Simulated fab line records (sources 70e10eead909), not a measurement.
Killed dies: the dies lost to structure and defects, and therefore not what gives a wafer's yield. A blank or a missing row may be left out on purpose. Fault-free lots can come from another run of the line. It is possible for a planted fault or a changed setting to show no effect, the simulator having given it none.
Chamber matching -- flow nand_harc -- NHARC_A_CHANNEL_HOLE_D2_DEP_01 on pecvd-04: 3 sister chambers
The step deposits SiON, target thk 140 nm. 16 wafers are shown with their chamber, then 8 later ones without.

## WAFERS WITH THEIR CHAMBER
wafer,chamber,heater_power_w (W)
L081.3,2,714
L081.4,0,763
L081.6,1,597
L086.3,1,629
L086.5,1,616
L086.6,0,792
L087.1,0,820
L087.2,1,712
L087.6,0,800
L090.1,2,768
L090.3,1,751
L090.5,1,602
L092.1,0,742
L092.2,2,723
L092.3,1,670
L095.2,2,763

SIGNATURES, as means of the wafers listed above
reading,chamber 0,chamber 1,chamber 2,scatter within a chamber
heater_power_w,783.40,653.86,742.00,45.7
Rule: distance of a wafer from a chamber = root of the sum over the readings of ((wafer's reading minus chamber's mean) / reading's scatter) squared. If the next closest chamber is less than 2 further off than the closest, the wafer can't be placed; otherwise it belongs to the closest. The scatter: the root of (the sum of the squares of (reading less its chamber's mean) over the shown wafers, divided by (wafers less chambers)).

## WAFERS WITHOUT THEIR CHAMBER
wafer,heater_power_w (W)
L095.3,762
L095.6,780
L096.1,625
L096.2,686
L096.6,678
L097.2,718
L097.3,710
L097.6,729

## WHICH CHAMBER EACH ONE RAN IN
wafer,from the rows above,in truth
L095.3,can't be placed: 2 or 0 or 1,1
L095.6,can't be placed: 0 or 2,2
L096.1,can't be placed: 1 or 2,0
L096.2,can't be placed: 1 or 2 or 0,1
L096.6,can't be placed: 1 or 2 or 0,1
L097.2,can't be placed: 2 or 1 or 0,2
L097.3,can't be placed: 2 or 1 or 0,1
L097.6,can't be placed: 2 or 0 or 1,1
Correctly placed: 0 of 8. From these rows, 8 cannot be placed; in 7 the true chamber is one of the candidates. Placed wrongly: 0.
